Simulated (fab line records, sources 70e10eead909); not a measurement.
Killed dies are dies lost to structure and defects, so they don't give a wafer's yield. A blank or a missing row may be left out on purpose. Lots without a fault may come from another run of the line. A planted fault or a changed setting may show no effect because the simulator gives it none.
fab line records | flow nand_harc
record lots=14 wafers=42 last_day=24
route steps=1159 shown P_CONTACT@247 P_M0@272
lots that met no fault: from a run of the same line without faults
start_h: hours from the record's first day to the start of the lot's first wafer shown | wait_h: hours since the lot's step before | " the same as in the row above | L1.1+2: a row that stands for several wafers | - no value, or no start given | * or withheld: withheld | < > ~ a bound
route shown NAME@n: a module of which the file shows steps, and the number in the route of the first | usual: mean/standard deviation of fault-free wafers | same: alike in all rows | chamber/n: place in a boat | sites: the reading at each site | _std_site: their standard deviation | _edge_site: outer sites' mean less inner sites' | radius_mm: how far each site lies from the wafer's centre | mask NAME#n: copy n | behind: the tool/chamber that last shaped the wafer | hold: why the lot was held/for how many hours/how that ended | device: the transistor (n, p or np) that didn't switch | end of line: the same wafers' tests at the end of the route | a step without rows: its recipe alone | killed: dies lost to structure and defects at the first sort, not the wafer's yield | map: a wafer's dies, x killed, . not, _ none there
set.NAME: the setting as run; set.NAME@STEP: as run at that earlier step | model.NAME: the simulator's own value behind a step, which no gauge read
steps of the route over a sample of lots; a table a step, a row a wafer
services: from which hour (start_h, from the record's first day; less than 0 if before it) a tool's chamber was out of use, for how many hours, and why
## steps
# step NHARC_P_CONTACT_ALD_22
# recipe target_thk_a=30 pulse_time_s=1 ald_cycles=150 temp_c=450 material=TiN
# usual heater_power_w=1104/100 precursor_pulse_height_rel=1.001/0.019
# same pulse_time_s=1
# columns lot.wafer tool chamber start_h wait_h heater_power_w precursor_pulse_height_rel
L776.4 ald_metal-04 0 111.94 - 1141 1.003
L776.5 " 1 " " 1060 0.987
L776.6 " 2 " " 910 1.010
L778.4 ald_metal-03 1 131.97 - 1339 1.008
L778.3 " 2 " " 1040 0.973
L778.1 " 0 " " 1228 0.992
L779.2 ald_metal-02 3 132.25 - 1144 1.012
L779.1 " 2 " " 1228 0.999
L779.6 " 3 " " 1155 0.969
L781.2 ald_metal-04 3 135.00 - 1026 1.023
L781.6 " 0 " " 1128 0.999
L781.5 " 1 " " 1055 0.987
L782.3 ald_metal-04 0 151.79 - 1118 1.017
L782.6 " 3 " " 1026 0.980
L782.5 " 0 " " 1109 0.956
L785.2 ald_metal-02 0 167.90 - 1143 1.015
L785.1 " 1 " " 1168 1.026
L785.5 " 0 " " 1135 1.002
L783.4 ald_metal-04 3 168.93 - 1042 1.012
L783.2 " 0 " " 1135 0.988
L783.6 " 2 " " 931 1.016
L794.2 ald_metal-02 3 217.77 - 1123 0.976
L794.3 " 0 " " 1080 0.995
L794.4 " 2 " " 1220 1.002
L793.3 ald_metal-04 2 220.27 - 927 0.993
L793.4 " 3 " " 1054 0.975
L793.6 " 1 " " 1074 0.995
L795.3 ald_metal-02 3 225.53 - 1121 0.988
L795.1 " 2 " " 1217 1.002
L795.6 " 3 " " 1137 1.009
L797.3 ald_metal-03 3 234.46 - 1026 0.999
L797.1 " 0 " " 1238 0.966
L797.4 " 1 " " 1271 0.978
L796.3 ald_metal-02 1 235.08 - 1138 1.003
L796.1 " 2 " " 1260 1.001
L796.4 " 3 " " 1145 0.998
L799.2 ald_metal-03 3 243.89 - 1005 1.012
L799.4 " 1 " " 1253 1.002
L799.5 " 3 " " 1014 0.996
L798.4 ald_metal-02 0 247.50 - 1085 1.013
L798.2 " 1 " " 1168 1.012
L798.6 " 0 " " 1106 0.994
# step NHARC_P_M0_DEGAS_28
# recipe temp_c=250 time_s=60
# usual heater_power_w=328/22
# columns lot.wafer tool chamber start_h wait_h heater_power_w
L776.4 pvd_sputter-03 - 117.33 - 355
L776.6 " - " " 319
L776.5 " - " " 340
L778.4 pvd_sputter-02 - 135.38 - 296
L778.1 " - " " 359
L778.3 " - " " 291
L779.1 pvd_sputter-01 - 135.73 - 317
L779.2 " - " " 349
L779.6 " - " " 325
L781.2 pvd_sputter-02 - 138.32 - 298
L781.6 " - " " 353
L781.5 " - " " 299
L782.3 pvd_sputter-01 - 154.90 - 315
L782.6 " - " " 311
L782.5 " - " " 346
L785.2 pvd_sputter-03 - 171.07 - 291
L785.1 " - " " 327
L785.5 " - " " 301
L783.2 pvd_sputter-01 - 172.04 - 332
L783.4 " - " " 304
L783.6 " - " " 337
L794.4 pvd_sputter-03 - 221.05 - 329
L794.2 " - " " 331
L794.3 " - " " 305
L793.4 pvd_sputter-01 - 223.45 - 306
L793.3 " - " " 316
L793.6 " - " " 303
L795.3 pvd_sputter-02 - 228.71 - 356
L795.1 " - " " 310
L795.6 " - " " 339
L796.4 pvd_sputter-02 - 240.93 - 342
L796.1 " - " " 299
L796.3 " - " " 344
L797.1 pvd_sputter-01 - 241.08 - 303
L797.4 " - " " 348
L797.3 " - " " 358
L799.2 pvd_sputter-01 - 248.90 - 319
L799.4 " - " " 339
L799.5 " - " " 302
L798.2 pvd_sputter-03 - 250.76 - 337
L798.4 " - " " 284
L798.6 " - " " 343
# step NHARC_P_M0_ANNEAL_30
# recipe temp_c=225 time_s=90
# usual wafer_temp_C_max=226.15/0.29
# columns lot.wafer tool chamber start_h wait_h wafer_temp_C_max
L776.4 rtp_anneal-01 0 118.22 0.4 225.91
L776.5 " 0 " " 226.00
L776.6 " 0 " " 226.04
L778.1 rtp_anneal-02 0 136.11 - 226.39
L778.3 " 0 " " 226.40
L778.4 " 0 " " 226.46
L779.1 rtp_anneal-01 0 136.47 0.3 226.38
L779.2 " 0 " " 225.85
L779.6 " 0 " " 225.75
L781.2 rtp_anneal-02 0 139.17 - 226.05
L781.5 " 0 " " 225.97
L781.6 " 0 " " 226.41
L782.3 rtp_anneal-01 0 155.74 0.3 225.85
L782.5 " 0 " " 225.85
L782.6 " 0 " " 225.53
L785.1 rtp_anneal-01 0 171.84 0.4 226.34
L785.2 " 0 " " 226.51
L785.5 " 0 " " 226.03
L783.2 rtp_anneal-01 0 172.85 - 225.94
L783.4 " 0 " " 226.09
L783.6 " 0 " " 226.17
L794.2 rtp_anneal-02 0 221.85 - 226.77
L794.3 " 0 " " 226.32
L794.4 " 0 " " 226.36
L793.3 rtp_anneal-01 0 224.52 0.4 225.65
L793.4 " 0 " " 226.22
L793.6 " 0 " " 226.09
L795.1 rtp_anneal-01 0 229.71 0.5 226.31
L795.3 " 0 " " 225.99
L795.6 " 0 " " 225.69
L796.1 rtp_anneal-02 0 241.66 0.3 226.40
L796.3 " 0 " " 226.13
L796.4 " 0 " " 226.17
L797.1 rtp_anneal-01 0 241.90 0.4 225.96
L797.3 " 0 " " 225.79
L797.4 " 0 " " 225.97
L799.2 rtp_anneal-01 0 249.83 0.5 225.76
L799.4 " 0 " " 225.88
L799.5 " 0 " " 225.90
L798.2 rtp_anneal-01 0 251.56 0.4 226.13
L798.4 " 0 " " 226.01
L798.6 " 0 " " 225.97
# step NHARC_P_M0_CMP_23
# recipe t_overpolish_s=20 target_thk_nm=117.53
# usual edge_zone_pressure_frac=1.000/0.0046 motor_current_A=12.1/1.1 time_to_endpoint_s=28.2/2.5
# columns lot.wafer tool chamber start_h wait_h edge_zone_pressure_frac motor_current_A time_to_endpoint_s
L776.4 cmp-01 0 118.47 - 0.999 11.4 26.5
L776.5 " 2 " " 1.005 11.9 26.1
L776.6 " 3 " " 1.005 14.6 27.3
L778.4 cmp-01 3 136.49 - 1.007 14.5 26.7
L778.1 " 0 " " 1.006 11.8 21.9
L778.3 " 1 " " 0.998 11.0 23.1
L779.1 cmp-04 0 136.81 - 0.998 13.1 27.5
L779.2 " 3 " " 1.002 10.9 32.0
L779.6 " 1 " " 1.002 12.2 28.2
L781.2 cmp-04 2 139.54 - 1.001 11.8 29.1
L781.5 " 0 " " 1.001 12.1 31.9
L781.6 " 1 " " 1.000 12.2 31.4
L782.3 cmp-04 0 156.01 - 1.006 13.0 29.1
L782.5 " 3 " " 0.994 10.7 34.5
L782.6 " 0 " " 1.004 13.3 31.4
L785.1 cmp-01 2 172.19 - - - -
L785.2 " 1 " " - - -
L785.5 " 2 " " - - -
L783.4 cmp-04 0 173.17 - - - -
L783.2 " 2 " " - - -
L783.6 " 0 " " - - -
L794.3 cmp-04 0 222.14 - 0.997 13.2 31.0
L794.2 " 1 " " 1.005 12.3 30.6
L794.4 " 3 " " 0.996 11.2 30.6
L793.3 cmp-01 2 224.79 - 0.999 11.6 26.8
L793.4 " 3 " " 0.991 14.4 28.4
L793.6 " 1 " " 1.005 10.8 27.1
L795.3 cmp-04 2 230.06 - 1.004 11.7 32.9
L795.1 " 3 " " 1.000 11.2 33.4
L795.6 " 3 " " 0.993 10.7 28.8
L796.3 cmp-04 0 242.01 - 1.007 12.4 29.2
L796.1 " 1 " " 1.004 11.5 29.1
L796.4 " 3 " " 1.002 11.2 30.7
L797.1 cmp-03 3 242.25 - 0.999 12.9 28.4
L797.3 " 0 " " 1.005 13.2 25.3
L797.4 " 2 " " 1.000 10.6 27.0
L799.2 cmp-03 0 250.13 - 0.999 12.6 30.2
L799.4 " 1 " " 1.007 13.0 25.7
L799.5 " 1 " " 1.004 14.7 26.8
L798.4 cmp-03 3 251.88 - 0.999 13.0 29.1
L798.2 " 0 " " 0.999 12.9 26.6
L798.6 " 2 " " 0.999 10.4 27.8
# step NHARC_P_M0_THK_MEAS_24
# recipe thk_meas_gauge=xrf
# usual thk_nm=117.4/1.4
# columns lot.wafer tool chamber start_h wait_h thk_nm
L776.4 film_metro-02 - 118.73 - 114.3
L776.5 " - " " 115.0
L776.6 " - " " 117.3
L778.1 film_metro-02 - 136.78 - 115.9
L778.3 " - " " 114.6
L778.4 " - " " 119.6
L779.1 film_metro-02 - 137.12 - 118.6
L779.2 " - " " 117.4
L779.6 " - " " 118.7
L781.2 film_metro-01 - 139.80 - 117.4
L781.5 " - " " 118.1
L781.6 " - " " 118.2
L782.3 film_metro-02 - 156.30 - 119.6
L782.5 " - " " 118.1
L782.6 " - " " 119.1
L785.1 film_metro-02 - 172.51 0.3 396.4
L785.2 " - " " 394.7
L785.5 " - " " 392.1
L783.2 film_metro-02 - 173.46 0.2 397.9
L783.4 " - " " 403.9
L783.6 " - " " 411.0
L794.2 film_metro-02 - 222.46 - 117.8
L794.3 " - " " 115.4
L794.4 " - " " 117.4
L793.3 film_metro-02 - 225.09 - 116.0
L793.4 " - " " 116.8
L793.6 " - " " 118.7
L795.1 film_metro-02 - 230.38 - 117.1
L795.3 " - " " 118.2
L795.6 " - " " 117.3
L796.1 film_metro-01 - 242.33 - 119.3
L796.3 " - " " 118.7
L796.4 " - " " 117.5
L797.1 film_metro-02 - 242.56 - 119.2
L797.3 " - " " 115.2
L797.4 " - " " 117.0
L799.2 film_metro-01 - 250.44 - 115.4
L799.4 " - " " 115.9
L799.5 " - " " 119.1
L798.2 film_metro-02 - 252.17 - 117.0
L798.4 " - " " 116.4
L798.6 " - " " 115.6
## services
# columns tool chamber start_h hours kind
cmp-01 - 89.31 0.4 repair
cmp-04 - 96.99 6.2 repair
pvd_sputter-03 - 102.00 10.0 pm
cmp-04 - 105.00 4.0 pm
ald_metal-04 - 125.38 2.2 repair
ald_metal-03 - 144.00 10.0 pm
ald_metal-02 3 148.25 20.7 repair
cmp-03 - 156.00 4.0 pm
pvd_sputter-01 - 158.00 10.0 pm
ald_metal-02 1 177.91 4.0 repair
cmp-01 - 179.50 4.0 pm
ald_metal-02 2 180.63 3.2 repair
ald_metal-02 - 186.00 10.0 pm
cmp-01 - 195.28 1.1 repair
ald_metal-02 2 200.32 4.8 repair
cmp-04 - 203.00 4.0 pm
cmp-03 - 209.84 4.3 repair
pvd_sputter-02 - 214.00 10.0 pm
cmp-01 - 215.34 1.5 repair
cmp-03 - 216.24 0.3 repair
pvd_sputter-03 - 221.53 4.7 repair
ald_metal-04 - 228.00 10.0 pm
cmp-04 - 234.70 0.9 repair
pvd_sputter-03 - 237.53 4.9 repair
## key
first_sign step=NHARC_P_M0_CMP_23 reading=tool_record direction=missing
effect step=NHARC_P_M0_THK_MEAS_24 reading=thk_nm direction=up sigmas=99+ usual=117.4 struck=399.4
met_at NHARC_P_M0_CMP_23
struck_lots L783,L785
later_rows_left_out L783.2,L783.4,L783.6,L785.1,L785.2,L785.5
sort_left_out L783.2,L783.4,L783.6,L785.1,L785.2,L785.5
not_acting_at NHARC_P_CONTACT_ALD_22,NHARC_P_M0_DEGAS_28,NHARC_P_M0_ANNEAL_30
onset_between 156.01 172.19
fault kind=skipped_step_whole tool=cmp-01,cmp-04 chamber=- onset_h=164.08 steps=NHARC_P_M0_CMP_23 scope=struck_lots_only
# sort_left_out: the simulated sort isn't trusted on such a fault, so these wafers' sort isn't shown, and their yield isn't known
# later_rows_left_out: the simulator's readings of these wafers behind a module that went badly wrong aren't trusted and aren't shown, but for the sort
